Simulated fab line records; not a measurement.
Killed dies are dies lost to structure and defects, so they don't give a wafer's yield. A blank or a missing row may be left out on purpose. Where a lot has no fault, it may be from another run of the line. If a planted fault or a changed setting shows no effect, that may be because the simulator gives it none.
fab line records	flow n5-finfet
record lots=24	wafers=72	last-day=18
route steps=1938 shown SD_ACTIVATION@332 ILD0@341 SDB@358 HKMG_FIN@399
lots that met no fault: from a run of the same line without faults
start-h: the number of hours between the record's first day and the start of the first shown wafer of the lot	wait-h: hours since the lot's step before	" unchanged from the row above	L1.1+2: several wafers, shown together as one row	- either no value or no given start	* or withheld: withheld	< > ~ a bound
route shown NAME@n: a module of which the file shows steps, and the number in the route of the first	usual: mean and standard deviation over wafers with no fault	same: alike in all rows	chamber/n: place in a boat	sites: the reading at each site	_std_site: how widely they spread, as a standard deviation	_edge_site: mean of outer sites minus mean of inner sites	radius-mm: how far each site lies from the wafer's centre	mask NAME#n: copy n	behind: the tool/chamber that last shaped the wafer	hold: the reason the lot was held/the length of the hold in hours/how it ended	device: names the non-switching transistor (n, p or np)	end of line: at the end of the route, the tests of the same wafers	a step without rows: its recipe alone	killed: dies that structure and defects cost at the first sort, which is not the same as the wafer's yield	map: per-die view of a wafer (x killed, . not killed, _ where there is no die)
set.NAME: the run value of the setting; set.NAME@STEP: its run value at that earlier step	model.NAME: the simulator's own value behind a step, which no gauge read
steps of the route over a sample of lots; a table a step, a row a wafer
services: the hour from which a tool's chamber was out of use, counted from the record's first day as start-h (under 0 if before that day), plus the number of hours and why
## steps
# step N5_SD_ACTIVATION_RS_MEAS_03
# recipe thk-meas-gauge=four-point-probe
# usual RS_SD_N=22.0/0.35	RS_SD_P=56.2/0.89
lot.wafer	tool	chamber	start-h	wait-h	RS_SD_N[ohm/sq]	RS_SD_P[ohm/sq]
L074.1	film-metro-02	-	65.10	0.2	22.1	57.5
L074.4	"	-	"	"	21.7	56.4
L074.5	"	-	"	"	21.9	57.6
L075.4	film-metro-01	-	69.32	0.1	21.1	57.6
L075.5	"	-	"	"	21.4	58.1
L075.6	"	-	"	"	21.4	57.6
L076.2	film-metro-02	-	75.48	0.2	21.4	56.6
L076.3	"	-	"	"	21.8	56.8
L076.4	"	-	"	"	21.5	57.1
L077.1	film-metro-02	-	77.64	0.2	22.1	55.6
L077.2	"	-	"	"	21.6	55.7
L077.4	"	-	"	"	21.9	55.9
L078.1	film-metro-02	-	84.52	0.2	22.3	56.9
L078.4	"	-	"	"	22.2	56.4
L078.6	"	-	"	"	22.3	56.8
L079.1	film-metro-01	-	91.33	0.2	21.4	56.1
L079.3	"	-	"	"	21.5	55.7
L079.6	"	-	"	"	21.6	55.6
L080.3	film-metro-02	-	95.30	0.2	22.7	56.9
L080.4	"	-	"	"	22.4	56.9
L080.5	"	-	"	"	22.3	57.1
L081.2	film-metro-01	-	101.31	0.2	22.4	55.0
L081.3	"	-	"	"	22.2	54.9
L081.5	"	-	"	"	22.4	55.6
L082.3	film-metro-02	-	107.23	0.2	22.1	56.7
L082.4	"	-	"	"	22.2	56.3
L082.5	"	-	"	"	21.8	56.0
L083.2	film-metro-02	-	111.14	0.2	22.1	56.2
L083.5	"	-	"	"	22.1	56.0
L083.6	"	-	"	"	22.1	56.1
L084.2	film-metro-01	-	117.68	0.2	22.2	57.5
L084.3	"	-	"	"	22.1	56.6
L084.6	"	-	"	"	22.1	56.3
L085.2	film-metro-01	-	126.15	0.2	22.0	56.1
L085.5	"	-	"	"	22.1	56.1
L085.6	"	-	"	"	22.4	56.3
L086.1	film-metro-02	-	131.68	0.2	21.7	54.5
L086.3	"	-	"	"	22.0	54.8
L086.5	"	-	"	"	22.0	55.3
L087.1	film-metro-01	-	137.08	0.2	21.5	55.3
L087.5	"	-	"	"	21.9	55.1
L087.6	"	-	"	"	21.8	56.0
L088.1	film-metro-02	-	144.08	0.2	21.6	57.0
L088.3	"	-	"	"	21.5	56.9
L088.4	"	-	"	"	21.8	57.5
L089.1	film-metro-01	-	152.13	0.2	21.1	56.3
L089.4	"	-	"	"	21.7	56.2
L089.5	"	-	"	"	21.5	55.9
L090.2	film-metro-01	-	154.43	0.2	21.9	57.1
L090.3	"	-	"	"	22.1	56.0
L090.5	"	-	"	"	22.7	56.0
L091.2	film-metro-02	-	162.15	0.2	21.9	55.8
L091.3	"	-	"	"	22.1	56.1
L091.6	"	-	"	"	21.8	56.2
L092.1	film-metro-01	-	166.83	0.2	22.2	56.4
L092.2	"	-	"	"	22.3	57.0
L092.3	"	-	"	"	22.3	56.1
L093.3	film-metro-02	-	174.19	0.2	21.7	54.4
L093.4	"	-	"	"	21.6	55.1
L093.6	"	-	"	"	21.5	55.3
L094.1	film-metro-02	-	178.52	0.2	22.7	55.8
L094.5	"	-	"	"	22.0	56.1
L094.6	"	-	"	"	22.4	56.7
L095.2	film-metro-02	-	184.13	0.2	21.8	57.7
L095.3	"	-	"	"	22.2	56.2
L095.4	"	-	"	"	22.1	57.5
L096.2	film-metro-02	-	190.91	0.2	22.5	55.3
L096.4	"	-	"	"	22.3	54.2
L096.6	"	-	"	"	22.5	54.5
L097.3	film-metro-01	-	196.13	0.2	21.9	54.9
L097.5	"	-	"	"	22.3	55.2
L097.6	"	-	"	"	22.2	54.9
# step N5_ILD0_THK_MEAS_08
# usual thk-nm=138.1/1.1
lot.wafer	tool	chamber	start-h	wait-h	thk-nm
L074.1	film-metro-01	-	68.56	-	138.7
L074.4	"	-	"	"	137.2
L074.5	"	-	"	"	137.5
L075.4	film-metro-01	-	73.04	-	136.5
L075.5	"	-	"	"	136.4
L075.6	"	-	"	"	137.5
L076.2	film-metro-01	-	78.81	-	140.3
L076.3	"	-	"	"	139.0
L076.4	"	-	"	"	139.6
L077.1	film-metro-02	-	80.98	-	139.4
L077.2	"	-	"	"	140.2
L077.4	"	-	"	"	140.0
L078.1	film-metro-02	-	87.91	-	138.9
L078.4	"	-	"	"	137.4
L078.6	"	-	"	"	138.4
L079.1	film-metro-02	-	94.68	-	137.3
L079.3	"	-	"	"	137.5
L079.6	"	-	"	"	136.8
L080.3	film-metro-02	-	98.99	-	137.1
L080.4	"	-	"	"	138.4
L080.5	"	-	"	"	137.2
L081.2	film-metro-01	-	104.90	-	135.9
L081.3	"	-	"	"	138.6
L081.5	"	-	"	"	136.9
L082.3	film-metro-01	-	110.78	-	138.3
L082.4	"	-	"	"	137.8
L082.5	"	-	"	"	138.1
L083.2	film-metro-01	-	114.48	-	137.5
L083.5	"	-	"	"	139.4
L083.6	"	-	"	"	138.6
L084.2	film-metro-02	-	121.01	-	138.8
L084.3	"	-	"	"	138.6
L084.6	"	-	"	"	139.9
L085.2	film-metro-02	-	129.47	-	138.6
L085.5	"	-	"	"	138.2
L085.6	"	-	"	"	138.4
L086.1	film-metro-02	-	135.22	-	138.5
L086.3	"	-	"	"	138.3
L086.5	"	-	"	"	137.9
L087.1	film-metro-02	-	140.91	-	138.8
L087.5	"	-	"	"	138.1
L087.6	"	-	"	"	137.9
L088.1	film-metro-01	-	147.44	0.1	139.1
L088.3	"	-	"	"	138.2
L088.4	"	-	"	"	137.5
L089.1	film-metro-01	-	155.49	-	139.1
L089.4	"	-	"	"	139.7
L089.5	"	-	"	"	137.1
L090.2	film-metro-01	-	157.80	-	139.3
L090.3	"	-	"	"	139.1
L090.5	"	-	"	"	139.6
L091.2	film-metro-02	-	165.49	-	138.8
L091.3	"	-	"	"	141.0
L091.6	"	-	"	"	138.6
L092.1	film-metro-01	-	170.36	-	138.7
L092.2	"	-	"	"	135.8
L092.3	"	-	"	"	137.7
L093.3	film-metro-02	-	177.50	-	138.0
L093.4	"	-	"	"	137.1
L093.6	"	-	"	"	137.7
L094.1	film-metro-01	-	182.35	-	139.0
L094.5	"	-	"	"	138.2
L094.6	"	-	"	"	138.2
L095.2	film-metro-01	-	188.14	-	137.7
L095.3	"	-	"	"	137.2
L095.4	"	-	"	"	136.8
L096.2	film-metro-02	-	194.72	-	136.9
L096.4	"	-	"	"	137.4
L096.6	"	-	"	"	138.4
L097.3	film-metro-01	-	200.94	-	136.2
L097.5	"	-	"	"	137.1
L097.6	"	-	"	"	137.5
# step N5_SDB_INSPECT_13
# recipe mode=adi	inspect-instrument=brightfield
# usual raw-defect-count=67/30
lot.wafer	tool	chamber	start-h	wait-h	raw-defect-count
L074.1	defect-inspect-01	-	72.52	0.0	59
L074.4	"	-	"	"	66
L074.5	"	-	"	"	42
L075.4	defect-inspect-02	-	76.82	0.0	46
L075.5	"	-	"	"	43
L075.6	"	-	"	"	42
L076.2	defect-inspect-02	-	82.85	0.0	55
L076.3	"	-	"	"	49
L076.4	"	-	"	"	66
L077.1	defect-inspect-02	-	84.76	0.0	128
L077.2	"	-	"	"	55
L077.4	"	-	"	"	65
L078.1	defect-inspect-01	-	91.57	0.0	63
L078.4	"	-	"	"	37
L078.6	"	-	"	"	62
L079.1	defect-inspect-02	-	98.56	0.0	38
L079.3	"	-	"	"	89
L079.6	"	-	"	"	66
L080.3	defect-inspect-02	-	102.83	0.0	48
L080.4	"	-	"	"	42
L080.5	"	-	"	"	58
L081.2	defect-inspect-02	-	108.68	0.0	39
L081.3	"	-	"	"	86
L081.5	"	-	"	"	48
L082.3	defect-inspect-01	-	114.57	0.0	91
L082.4	"	-	"	"	85
L082.5	"	-	"	"	67
L083.2	defect-inspect-02	-	118.13	0.0	38
L083.5	"	-	"	"	56
L083.6	"	-	"	"	30
L084.2	defect-inspect-01	-	124.66	0.0	106
L084.3	"	-	"	"	49
L084.6	"	-	"	"	28
L085.2	defect-inspect-01	-	133.25	0.0	46
L085.5	"	-	"	"	107
L085.6	"	-	"	"	56
L086.1	defect-inspect-01	-	139.13	0.0	63
L086.3	"	-	"	"	84
L086.5	"	-	"	"	32
L087.1	defect-inspect-01	-	144.69	0.0	136
L087.5	"	-	"	"	62
L087.6	"	-	"	"	58
L088.1	defect-inspect-02	-	151.22	0.0	41
L088.3	"	-	"	"	47
L088.4	"	-	"	"	80
L089.1	defect-inspect-02	-	159.30	0.0	39
L089.4	"	-	"	"	49
L089.5	"	-	"	"	53
L090.2	defect-inspect-01	-	161.45	0.0	75
L090.3	"	-	"	"	85
L090.5	"	-	"	"	147
L091.2	defect-inspect-02	-	169.29	0.0	92
L091.3	"	-	"	"	71
L091.6	"	-	"	"	93
L092.1	defect-inspect-02	-	174.43	0.0	64
L092.2	"	-	"	"	50
L092.3	"	-	"	"	41
L093.3	defect-inspect-02	-	181.38	0.0	76
L093.4	"	-	"	"	89
L093.6	"	-	"	"	61
L094.1	defect-inspect-01	-	186.61	0.0	32
L094.5	"	-	"	"	64
L094.6	"	-	"	"	77
L095.2	defect-inspect-01	-	191.93	0.0	54
L095.3	"	-	"	"	68
L095.4	"	-	"	"	52
L096.2	defect-inspect-01	-	198.52	0.0	133
L096.4	"	-	"	"	87
L096.6	"	-	"	"	92
L097.3	defect-inspect-02	-	204.81	0.0	45
L097.5	"	-	"	"	115
L097.6	"	-	"	"	57
# step N5_SDB_CUT_ETCH_26
# recipe chemistry=HBr/Cl2/O2	target=Si	target-depth-a=1296	bt-time-s=20	mask-material=SiNx	time-s=51.8	ion-energy-ev=*	bias-w=*	pressure-mtorr=10	icp-w=800	HBr_flow_sccm=150	Cl2_flow_sccm=80	O2_flow_sccm=12
# usual drypump-motor-current-A=5.9/0.35	he-backside-leak-sccm=2.63/0.29	oes-product-au=0.999/0.014	throttle-valve-pct=37.16/0.25
lot.wafer	tool	chamber	start-h	wait-h	drypump-motor-current-A	he-backside-leak-sccm	oes-product-au	rf-hours-counter-h	throttle-valve-pct
L074.1	rie-si-02	3	73.84	0.1	5.5	2.66	0.974	96	37.10
L074.4	"	0	"	"	6.2	2.97	0.985	102	36.85
L074.5	"	3	"	"	5.5	2.68	0.981	-	37.11
L075.4	rie-si-05	0	77.46	0.1	5.7	2.42	1.002	85	36.87
L075.5	"	0	"	"	5.7	2.40	1.004	-	36.85
L075.6	"	1	"	"	6.4	2.33	0.993	-	37.27
L076.2	rie-si-05	0	83.51	0.1	5.7	2.41	0.997	86	36.87
L076.3	"	3	"	"	5.6	2.45	0.991	48	36.86
L076.4	"	1	"	"	6.4	2.41	0.997	9	37.27
L077.1	rie-si-05	3	85.65	0.1	5.6	2.41	0.983	48	36.84
L077.2	"	0	"	"	5.7	2.42	1.000	86	36.86
L077.4	"	2	"	"	5.3	2.41	1.017	2	36.91
L078.1	rie-si-04	0	92.26	0.1	6.0	2.97	1.004	90	37.52
L078.4	"	3	"	"	5.8	3.04	0.987	-	37.24
L078.6	"	1	"	"	5.5	2.61	1.013	-	37.41
L079.1	rie-si-05	3	99.41	0.1	5.6	2.53	0.995	48	36.87
L079.3	"	0	"	"	5.7	2.31	1.003	86	36.85
L079.6	"	1	"	"	6.5	2.38	0.995	-	37.28
L080.3	rie-si-02	0	103.48	0.1	6.3	3.04	0.996	102	36.83
L080.4	"	1	"	"	6.3	2.70	0.987	125	37.54
L080.5	"	0	"	"	6.3	2.97	0.996	-	36.84
L081.2	rie-si-02	3	110.17	0.1	5.6	2.69	0.976	97	37.13
L081.3	"	0	"	"	6.3	3.18	0.997	103	36.85
L081.5	"	3	"	"	5.6	2.67	0.977	-	37.11
L082.3	rie-si-04	2	115.47	0.1	5.9	2.27	1.007	0	37.30
L082.4	"	3	"	"	5.7	2.73	0.995	52	37.25
L082.5	"	1	"	"	5.5	2.72	1.007	-	37.41
L083.2	rie-si-02	3	118.89	0.1	5.6	2.54	0.972	97	37.10
L083.5	"	2	"	"	6.0	2.67	1.014	-	37.38
L083.6	"	3	"	"	5.6	2.57	0.979	-	37.12
L084.2	rie-si-04	0	125.48	0.1	6.0	3.00	1.005	90	37.51
L084.3	"	3	"	"	5.7	2.95	0.992	52	37.26
L084.6	"	3	"	"	5.8	2.85	0.995	-	37.24
L085.2	rie-si-02	3	135.03	0.1	5.5	2.55	0.984	97	37.10
L085.5	"	3	"	"	5.6	2.57	0.971	-	37.12
L085.6	"	2	"	"	6.0	2.62	1.016	-	37.38
L086.1	rie-si-04	0	139.81	0.1	6.0	3.08	0.999	91	37.51
L086.3	"	3	"	"	5.8	3.01	0.994	52	37.26
L086.5	"	0	"	"	6.0	3.03	1.004	-	37.53
L087.1	rie-si-05	0	145.37	0.1	5.7	2.41	1.004	86	36.85
L087.5	"	1	"	"	6.4	2.43	0.986	-	37.27
L087.6	"	0	"	"	5.7	2.48	1.002	-	36.85
L088.1	rie-si-02	1	152.02	0.1	6.3	2.67	1.003	126	37.54
L088.3	"	2	"	"	6.0	2.58	1.027	116	37.39
L088.4	"	3	"	"	5.6	2.64	0.974	98	37.10
L089.1	rie-si-05	3	159.94	0.1	5.6	2.58	0.989	49	36.84
L089.4	"	2	"	"	5.3	2.24	1.023	3	36.90
L089.5	"	1	"	"	6.4	2.37	0.990	-	37.27
L090.2	rie-si-04	1	162.38	0.1	5.5	2.84	1.013	45	37.41
L090.3	"	3	"	"	5.8	2.79	1.000	53	37.26
L090.5	"	3	"	"	5.8	2.89	0.985	-	37.25
L091.2	rie-si-02	0	170.35	0.1	6.3	2.84	0.996	104	36.83
L091.3	"	3	"	"	5.6	2.61	0.964	98	37.11
L091.6	"	2	"	"	6.0	2.71	1.017	-	37.39
L092.1	rie-si-02	1	175.96	0.1	6.3	2.52	1.002	126	37.55
L092.2	"	0	"	"	6.3	2.92	0.987	104	36.84
L092.3	"	3	"	"	5.6	2.58	0.978	98	37.11
L093.3	rie-si-05	2	182.26	0.1	5.2	2.25	1.023	3	36.90
L093.4	"	3	"	"	5.6	2.46	0.986	50	36.85
L093.6	"	3	"	"	5.6	2.54	0.992	-	36.86
L094.1	rie-si-05	3	187.26	0.1	5.6	2.44	0.986	50	36.85
L094.5	"	0	"	"	5.7	2.57	1.000	-	36.87
L094.6	"	3	"	"	5.6	2.34	0.993	-	36.86
L095.2	rie-si-02	0	192.93	0.1	6.2	3.01	0.993	104	36.83
L095.3	"	3	"	"	5.6	2.62	0.973	99	37.11
L095.4	"	2	"	"	6.0	2.60	1.028	117	37.37
L096.2	rie-si-02	2	199.85	0.1	6.0	2.60	1.024	117	37.39
L096.4	"	3	"	"	5.6	2.56	0.969	99	37.11
L096.6	"	0	"	"	6.3	2.99	0.994	-	36.84
L097.3	rie-si-05	2	205.51	0.1	5.2	2.40	1.024	3	36.92
L097.5	"	1	"	"	6.5	2.34	0.999	-	37.27
L097.6	"	0	"	"	5.7	2.28	1.007	-	36.85
# step N5_SDB_ALD_29
# recipe material=SiNx	target-thk-a=300	temp-c=400	ald-precursor-family=SiH2I2	ald-co-reactant=N2/H2-plasma	pulse-time-s=1	ald-cycles=600	purge-time-s=2	co-reactant-purge-time-s=2	pressure-torr=2
# usual heater-power-w=865/69	precursor-pulse-height-rel=0.998/0.022
lot.wafer	tool	chamber	start-h	wait-h	heater-power-w	precursor-pulse-height-rel
L074.1	ald-sin-02	0	74.03	0.0	916	0.962
L074.4	"	3	"	"	752	1.001
L074.5	"	0	75.38	1.4	936	0.996
L075.4	ald-sin-02	3	77.65	0.0	750	0.968
L075.5	"	3	79.00	1.4	736	0.958
L075.6	"	2	"	"	995	1.010
L076.2	ald-sin-02	1	83.73	0.0	978	0.978
L076.3	"	0	"	"	924	0.987
L076.4	"	3	85.09	1.4	743	1.030
L077.1	ald-sin-01	3	85.83	0.0	897	1.008
L077.2	"	2	"	"	826	0.986
L077.4	"	1	"	"	789	0.999
L078.1	ald-sin-01	2	92.80	0.4	839	0.952
L078.4	"	1	"	"	815	0.978
L078.6	"	2	94.15	1.7	816	0.980
L079.1	ald-sin-01	0	99.63	0.0	861	1.008
L079.3	"	3	"	"	848	1.004
L079.6	"	1	100.98	1.4	813	1.038
L080.3	ald-sin-01	2	103.66	0.0	845	1.001
L080.4	"	3	"	"	900	0.989
L080.5	"	3	105.01	1.4	901	0.966
L081.2	ald-sin-04	2	110.35	0.0	857	1.002
L081.3	"	1	"	"	860	1.022
L081.5	"	3	111.70	1.4	938	1.004
L082.3	ald-sin-04	3	115.65	0.0	924	1.027
L082.4	"	2	"	"	828	1.011
L082.5	"	3	117.01	1.4	904	1.017
L083.2	ald-sin-01	1	119.24	0.2	790	1.033
L083.5	"	3	120.59	1.5	875	1.004
L083.6	"	0	"	"	838	1.044
L084.2	ald-sin-01	0	125.74	0.1	841	0.954
L084.3	"	2	"	"	821	1.028
L084.6	"	1	127.09	1.5	807	1.010
L085.2	ald-sin-02	3	135.22	0.0	761	0.975
L085.5	"	2	136.57	1.4	929	0.995
L085.6	"	1	"	"	943	0.986
L086.1	ald-sin-04	1	139.99	0.0	851	0.986
L086.3	"	2	"	"	851	1.001
L086.5	"	2	141.34	1.4	871	0.978
L087.1	ald-sin-02	3	145.56	0.0	762	0.994
L087.5	"	0	146.91	1.4	900	1.011
L087.6	"	1	"	"	967	0.997
L088.1	ald-sin-04	1	152.21	0.0	852	0.964
L088.3	"	3	"	"	940	1.001
L088.4	"	2	"	"	834	0.993
L089.1	ald-sin-01	3	160.12	0.0	856	1.040
L089.4	"	0	"	"	836	0.987
L089.5	"	2	161.48	1.4	809	0.984
L090.2	ald-sin-04	2	162.56	0.0	841	0.973
L090.3	"	3	"	"	934	0.992
L090.5	"	1	163.91	1.4	829	0.984
L091.2	ald-sin-02	1	170.54	0.0	955	1.007
L091.3	"	0	"	"	911	0.988
L091.6	"	1	171.89	1.4	973	0.967
L092.1	ald-sin-02	2	176.14	0.0	930	1.006
L092.2	"	1	"	"	950	1.011
L092.3	"	3	"	"	783	1.033
L093.3	ald-sin-02	2	182.44	0.0	942	0.966
L093.4	"	1	"	"	942	1.003
L093.6	"	0	183.79	1.4	938	0.994
L094.1	ald-sin-02	0	187.48	0.0	916	0.990
L094.5	"	1	188.83	1.4	950	0.978
L094.6	"	2	"	"	935	0.992
L095.2	ald-sin-02	2	193.12	0.0	926	0.972
L095.3	"	1	"	"	949	1.011
L095.4	"	3	"	"	762	1.029
L096.2	ald-sin-01	0	200.03	0.0	839	1.003
L096.4	"	3	"	"	877	0.972
L096.6	"	3	201.39	1.4	865	1.007
L097.3	ald-sin-01	0	205.69	0.0	839	0.998
L097.5	"	1	207.05	1.4	820	0.982
L097.6	"	0	"	"	838	1.001
# step N5_HKMG_FIN_OVL_MEAS_50
# recipe points-per-wafer=44
# usual NDIPOLE_OVL=0.2/0.83
# same points-per-wafer=44
lot.wafer	tool	chamber	start-h	wait-h	NDIPOLE_OVL[nm]
L074.1	overlay-02	0	78.85	0.0	0.4
L074.4	"	0	"	"	-0.6
L074.5	"	0	"	"	0.2
L075.4	overlay-01	0	82.87	0.0	0.3
L075.5	"	0	"	"	0.2
L075.6	"	0	"	"	0.3
L076.2	overlay-02	0	88.35	0.0	0.8
L076.3	"	0	"	"	1.2
L076.4	"	0	"	"	0.8
L077.1	overlay-02	0	90.68	0.0	-0.7
L077.2	"	0	"	"	-0.4
L077.4	"	0	"	"	-1.5
L078.1	overlay-01	0	97.64	0.0	0.7
L078.4	"	0	"	"	0.2
L078.6	"	0	"	"	1.0
L079.1	overlay-02	0	104.28	0.0	2.2
L079.3	"	0	"	"	1.5
L079.6	"	0	"	"	1.3
L080.3	overlay-01	0	108.33	0.0	0.5
L080.4	"	0	"	"	0.4
L080.5	"	0	"	"	0.3
L081.2	overlay-02	0	114.98	0.0	-0.8
L081.3	"	0	"	"	0.0
L081.5	"	0	"	"	1.2
L082.3	overlay-02	0	120.27	0.0	-0.3
L082.4	"	0	"	"	0.4
L082.5	"	0	"	"	0.0
L083.2	overlay-02	0	124.00	0.0	0.9
L083.5	"	0	"	"	0.7
L083.6	"	0	"	"	0.6
L084.2	overlay-01	0	130.47	0.0	-1.2
L084.3	"	0	"	"	0.0
L084.6	"	0	"	"	-0.6
L085.2	overlay-02	0	140.05	0.0	0.6
L085.5	"	0	"	"	0.8
L085.6	"	0	"	"	-0.1
L086.1	overlay-01	0	144.84	0.0	-0.2
L086.3	"	0	"	"	-0.5
L086.5	"	0	"	"	-0.6
L087.1	overlay-02	0	150.18	0.0	0.4
L087.5	"	0	"	"	1.0
L087.6	"	0	"	"	2.0
L088.1	overlay-02	0	156.72	0.0	1.0
L088.3	"	0	"	"	0.8
L088.4	"	0	"	"	0.9
L089.1	overlay-01	0	164.74	0.0	-0.4
L089.4	"	0	"	"	-0.4
L089.5	"	0	"	"	-0.6
L090.2	overlay-01	0	167.36	0.0	1.2
L090.3	"	0	"	"	-0.1
L090.5	"	0	"	"	-0.7
L091.2	overlay-02	0	175.03	0.0	0.7
L091.3	"	0	"	"	0.4
L091.6	"	0	"	"	0.6
L092.1	overlay-01	0	180.69	0.0	0.2
L092.2	"	0	"	"	-1.2
L092.3	"	0	"	"	0.8
L093.3	overlay-01	0	187.25	0.0	0.8
L093.4	"	0	"	"	-0.4
L093.6	"	0	"	"	-0.4
L094.1	overlay-02	0	192.23	0.0	0.1
L094.5	"	0	"	"	-0.3
L094.6	"	0	"	"	-0.9
L095.2	overlay-02	0	197.71	0.0	0.2
L095.3	"	0	"	"	-0.4
L095.4	"	0	"	"	-0.2
L096.2	overlay-01	0	204.66	0.0	0.3
L096.4	"	0	"	"	-0.8
L096.6	"	0	"	"	0.6
L097.3	overlay-01	0	210.50	0.0	0.0
L097.5	"	0	"	"	0.8
L097.6	"	0	"	"	1.2
## services
tool	chamber	start-h	hours	kind
rie-si-04	-	56.92	15.6	pm
ald-sin-04	0	58.68	3.3	repair
rie-si-04	2	72.52	-	clean
rie-si-04	2	72.52	25.6	scheduled-down
rie-si-04	2	72.52	25.6	vent-cycle
ald-sin-02	2	81.06	5.4	repair
ald-sin-02	-	86.44	14.0	pm
ald-sin-02	0	86.44	14.0	vent-cycle
ald-sin-02	1	86.44	14.0	vent-cycle
ald-sin-02	3	86.44	14.0	vent-cycle
ald-sin-02	0	100.44	-	clean
ald-sin-02	1	100.44	-	clean
ald-sin-02	2	100.44	-	clean
ald-sin-02	3	100.44	-	clean
ald-sin-04	0	101.13	1.9	repair
rie-si-05	-	130.48	14.6	pm
## key
fault none
